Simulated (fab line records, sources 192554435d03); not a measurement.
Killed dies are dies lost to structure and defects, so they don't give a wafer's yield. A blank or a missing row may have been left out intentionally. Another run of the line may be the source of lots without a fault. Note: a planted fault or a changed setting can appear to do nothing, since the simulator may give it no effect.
Matching of chambers | flow n5Finfet | N5_BEOL_M3_CO_CAP_55 on cvdCo-02 has 3 sister chambers
The step material Co, precursor CCTBA/H2, target thk 2 nm, time 102.1 s. 14 wafers are shown with their chamber, then 7 later ones without.

WAFERS PAIRED WITH THEIR CHAMBERS
wafer  | chamber | heaterPowerW (W)
L805.2 | 1       | 233
L805.3 | 2       | 223
L805.5 | 0       | 259
L807.1 | 2       | 229
L807.4 | 1       | 236
L807.6 | 0       | 261
L809.1 | 2       | 231
L809.3 | 0       | 271
L809.4 | 1       | 231
L817.1 | 1       | 232
L817.2 | 2       | 232
L817.5 | 1       | 232
L820.1 | 0       | 257
L820.2 | 1       | 236

SIGNATURES, as means of the wafers listed above
reading      | chamber 0 | chamber 1 | chamber 2 | scatter within a chamber
heaterPowerW | 262.00    | 233.33    | 228.75    | 4.14
Rule: a wafer's distance from a chamber is the root of the sum, over the readings, of the square of ((its reading less the chamber's mean) divided by the reading's scatter). If the next closest chamber is less than 2 further off than the closest, the wafer can't be placed; otherwise it belongs to the closest. The scatter: the root of (the sum of the squares of (reading less its chamber's mean) over the shown wafers, divided by (wafers less chambers)).

WAFERS WITH NO CHAMBER GIVEN
wafer  | heaterPowerW (W)
L820.4 | 227
L825.1 | 225
L825.3 | 263
L825.4 | 240
L826.1 | 267
L826.3 | 227
L826.6 | 237

THE CHAMBER EACH PASSED THROUGH
wafer  | from the rows above     | in truth
L820.4 | can't be placed: 2 or 1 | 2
L825.1 | can't be placed: 2 or 1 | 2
L825.3 | 0                       | 0
L825.4 | can't be placed: 1 or 2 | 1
L826.1 | 0                       | 0
L826.3 | can't be placed: 2 or 1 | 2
L826.6 | can't be placed: 1 or 2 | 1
Correctly placed: 2 of 7. From these rows, 5 cannot be placed; in 5 the true chamber is one of the candidates. Number placed wrongly: 0.
